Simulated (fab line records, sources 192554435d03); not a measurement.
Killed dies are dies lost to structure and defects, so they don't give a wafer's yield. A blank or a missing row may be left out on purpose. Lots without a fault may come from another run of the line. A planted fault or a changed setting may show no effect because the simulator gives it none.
Which tool did it? | flow n5_finfet | 23 lots, 69 wafers sampled, at 1 step of a route of 1938

WHAT THE GAUGES READ, wafer by wafer
N5_HKMG_FIN_CD_MEAS_12: target cd 92.8 nm.
lot  | measured    | on        | cd_nm (nm)
L074 | day 4 01:01 | cd_sem-01 | 95.2 93.7 93.1
L075 | day 4 11:33 | cd_sem-03 | 94.5 94.0 93.5
L076 | day 4 18:03 | cd_sem-01 | 94.7 94.0 93.5
L077 | day 4 23:19 | cd_sem-03 | 92.8 91.9 92.4
L079 | day 5 09:41 | cd_sem-01 | 92.4 92.6 91.5
L080 | day 5 14:56 | cd_sem-02 | 92.4 92.3 91.2
L081 | day 5 23:16 | cd_sem-02 | 91.3 93.0 91.8
L082 | day 6 03:55 | cd_sem-01 | 91.9 94.1 91.9
L083 | day 6 10:34 | cd_sem-03 | 93.3 93.5 91.7
L084 | day 6 15:19 | cd_sem-03 | 92.8 92.5 92.3
L085 | day 6 23:28 | cd_sem-03 | 94.1 92.4 93.9
L086 | day 7 06:35 | cd_sem-03 | 92.5 93.1 94.4
L087 | day 7 09:16 | cd_sem-02 | 92.8 93.3 92.4
L088 | day 7 16:07 | cd_sem-02 | 92.3 93.2 94.5
L089 | day 7 21:03 | cd_sem-02 | 93.4 94.5 94.3
L090 | day 8 02:06 | cd_sem-01 | 92.6 91.7 92.8
L091 | day 8 08:46 | cd_sem-02 | 92.5 93.2 93.7
L092 | day 8 13:31 | cd_sem-02 | 92.7 94.1 94.6
L093 | day 9 00:43 | cd_sem-01 | 92.7 91.7 93.3
L094 | day 9 04:13 | cd_sem-03 | 92.9 92.5 92.8
L095 | day 9 09:58 | cd_sem-03 | 92.9 94.1 93.2
L096 | day 9 17:35 | cd_sem-02 | 92.8 93.6 92.5
L097 | day 9 19:59 | cd_sem-01 | 93.8 94.2 92.2

WHICH TOOL RAN EACH LOT (tool, then ch and the chambers of the sampled wafers, then the start)
The record holds no process step before these readings.

WHAT THE TOOLS THEMSELVES READ (means of the sampled wafers that have a number; where no wafer has one, the mark that the record gives instead)
The record holds no such reading with a usual standard deviation.

THE ANSWER, worked out from the rows above alone
Rule: what is usual is taken from the lots themselves. Put in order of their means at a reading, lots are off if they are a third of the lots or fewer, leave a main group of 4 or more, and stand apart from it by a gap of 3 or more times the standard deviation of the main group's means; of several such gaps the widest counts. A main group whose means are all the same, to the digits that the tables above print for the reading, isn't used. A lot without any number at a reading at which 4 lots or more have one is off too. The other lots that the step has rows for count as sound. The gauges are gone through in route order, then the tools' own readings, and for those a lot's mean is taken as printed above. The first step at which some lot is off is used, and at that step the reading that is off furthest; a lot without a number counts as furthest.
No lot is off at any reading shown: from this, nothing can be told.

WHAT THE SIMULATOR HAD PUT IN
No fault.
